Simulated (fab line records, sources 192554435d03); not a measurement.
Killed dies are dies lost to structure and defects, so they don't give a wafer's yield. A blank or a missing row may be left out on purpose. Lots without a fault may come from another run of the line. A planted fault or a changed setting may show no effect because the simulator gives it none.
A struck lot beside a sound one | flow n5_finfet | 38 steps out of a route of 1938
Sound: wafers L616.3, L616.5, L616.6. Struck: wafers L609.3, L609.4, L609.6. The cause comes at the end.
At each step with rows: each side's tool, then ch and its chambers, then its first start. Under that, the readings that differ: sound wafers | struck wafers | difference of the means | sigmas: that difference in standard deviations of wafers without a fault.
alike: readings whose means differ by less than 2 such deviations, and words and numbers that are the same on both sides. not compared: withheld readings, readings that some wafer has no value for, bounds like >300 that may hide the same value, and numbers for which the record gives no deviation and whose values overlap.
The two part at a step that has a row with sigmas, a row that says differs or no value, or rows on one side only. Numbers that don't overlap but have no deviation are shown without sigmas and don't part them. A reading that every wafer of one side lacks parts them only if that side has two wafers or more.

first, 8 steps without rows for these wafers: N5_BEOL_M0_ECD_118 (material Cu, target thk 300 nm); N5_BEOL_M0_ANNEAL_119 (time 90 s); N5_BEOL_M0_CMP_120 (polishes, stops on SiOC, t overpolish 6.9 s); N5_BEOL_M0_PRE_CLEAN_131 (time 15 s); N5_BEOL_M0_CO_CAP_123 (material Co, precursor CCTBA/H2, target thk 2 nm, time 102.1 s); N5_BEOL_M0_PRE_CLEAN_124 (time 15 s); N5_BEOL_M0_DEP_125 (deposits SiCN from 3MS/NH3, target thk 8 nm, time 14 s); N5_BEOL_M1_ILD_DEP_00 (deposits SiOC from DEMS/O2, target thk 79 nm, time 15.3 s).
N5_BEOL_M1_PECVD_72: deposits SiO2 from TEOS/O2, target thk 16 nm, time 18 s.
  sound on pecvd-02 ch 0,1, day 10 02:35; struck on pecvd-04 ch 0,1, day 8 18:24
  reading                                    | sound                | struck               | difference | sigmas
  heater_power_w (W)                         | 666 788 674          | 970 774 970          | +195       | +2
  susceptor_temp_C (C)                       | 399.97 400.06 400.15 | 432.44 432.37 432.35 | +32.33     | +99 or more
  model.SiO2_of_BEOL_M1_PECVD_72.thk_nm (nm) | 16.2 16.2 16.2       | 12 12.4 12.4         | -4         |
  alike: showerhead_plenum_p_Torr, throttle_valve_pct
then, 25 steps without rows for these wafers: N5_BEOL_M1_HM_DEP_02 (deposits TiN, target thk 20 nm); N5_BEOL_M1_COAT_61 (time 60 s, resist thk 60 nm); N5_BEOL_M1_COAT_62 (time 60 s, resist thk 12 nm); N5_BEOL_M1_COAT_73 (time 60 s, resist thk 5 nm); N5_BEOL_M1_COAT_05 (resist thk 30 nm); N5_BEOL_M1_EBR_07; N5_BEOL_M1_SOFTBAKE_06 (time 60 s); N5_BEOL_M1_EXPOSE_08 (exposes mask M1); N5_BEOL_M1_PEB_09 (peb time 60 s); N5_BEOL_M1_DEVELOP_10 (develop time 30 s); N5_BEOL_M1_DESCUM_16 (chemistry O2, time 7 s); N5_BEOL_M1_ETCH_74 (etches underlayer in N2/H2, target depth 6.5 nm, time 5.2 s); N5_BEOL_M1_ETCH_63 (etches SiARC in CF4, target depth 15.6 nm, time 26 s); N5_BEOL_M1_ETCH_64 (etches SOC in N2/H2, target depth 75 nm, overetch 15 nm, time 112.5 s); N5_BEOL_M1_STRIP_65 (strips in N2/H2); N5_BEOL_M1_STRIP_75 (strips in N2/H2); N5_BEOL_M1_STRIP_66 (strips in CF4); N5_BEOL_M1_HM_OPEN_17 (chemistry Cl2/BCl3, target TiN, target depth 20 nm, overetch 6 nm); N5_BEOL_M1_STRIP_19 (strips in O2); N5_BEOL_M1_COAT_67 (time 60 s, resist thk 60 nm); N5_BEOL_M1_COAT_68 (time 60 s, resist thk 12 nm); N5_BEOL_M1_COAT_76 (time 60 s, resist thk 5 nm); N5_BEOL_M1_COAT_22 (resist thk 30 nm); N5_BEOL_M1_EBR_24; N5_BEOL_M1_SOFTBAKE_23 (time 60 s).
N5_BEOL_M1_HM_STRIP_39: strips TiN in peroxide tin strip, target depth 25 nm, time 158 s.
  sound on wet_bench-01 ch 1,2,3, day 10 18:53; struck on wet_bench-05 ch 4,5,7, day 9 06:01
  reading                                    | sound    | struck         | difference | sigmas
  model.SiO2_of_BEOL_M1_PECVD_72.thk_nm (nm) | 16 16 16 | 11.8 12.4 12.2 | -3.9       |
N5_BEOL_M1_CMP_52: polishes, stops on SiOC, t overpolish 6.8 s, target thk 40 nm.
  sound on cmp-03 ch 0,1,3, day 10 22:40; struck on cmp-04 ch 0,1,3, day 9 09:11
  reading                      | sound          | struck         | difference | sigmas
  barrier_field_endpoint_s (s) | 25.9 25.1 25.8 | 20.4 21.2 21.3 | -4.6       | -6
  alike: edge_zone_pressure_frac, motor_current_A
  not compared: pad_life_wafers
N5_BEOL_M4_RC_MEAS_101:
  sound on prober-01 ch 0, day 14 10:09; struck on prober-01 ch 0, day 11 03:02
  alike: DIBL_N, DIBL_P, IOFF_N, IOFF_P, ION_N, ION_P, SS_N, SS_P, VT_N, VT_P
-- the record jumps here: 4 days lie between the struck wafers' starts before and after (it left off in module BEOL_M4 and takes up again in module PASSIVATION, whose first step shown is number 1936 of the route) --
N5_PASSIVATION_PROBE_49:
  sound on prober-02, day 18 20:28; struck on prober-01, day 15 14:29
  reading                | sound         | struck         | difference | sigmas
  killed_at_front_end    | 69 64 56      | 34 42 33       | -27        | -3
  sort_bin_4_leakage (%) | 0 0 39        | 0 0 0          | -13        | -4
  sort_n_pass            | 1047 1066 592 | 1063 1057 1079 | +165       | +3
  sort_yield_pct (%)     | 89 90 50      | 90 90 91       | +14        | +3
  alike: defect_limited_yield, killed_at_M0_to_M3, killed_at_M4_up, killed_at_contacts, killed_at_other, killed_dies, killed_open, killed_short, sort_bin_5_function, sort_bin_6_memory

WHERE THEY PART
First at N5_BEOL_M1_PECVD_72; last, within this record, at N5_PASSIVATION_PROBE_49.

WHY: what the simulator had put in
Process parameter drift: pecvd-04, from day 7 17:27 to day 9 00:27, at N5_BEOL_M1_PECVD_72. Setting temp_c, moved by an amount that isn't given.
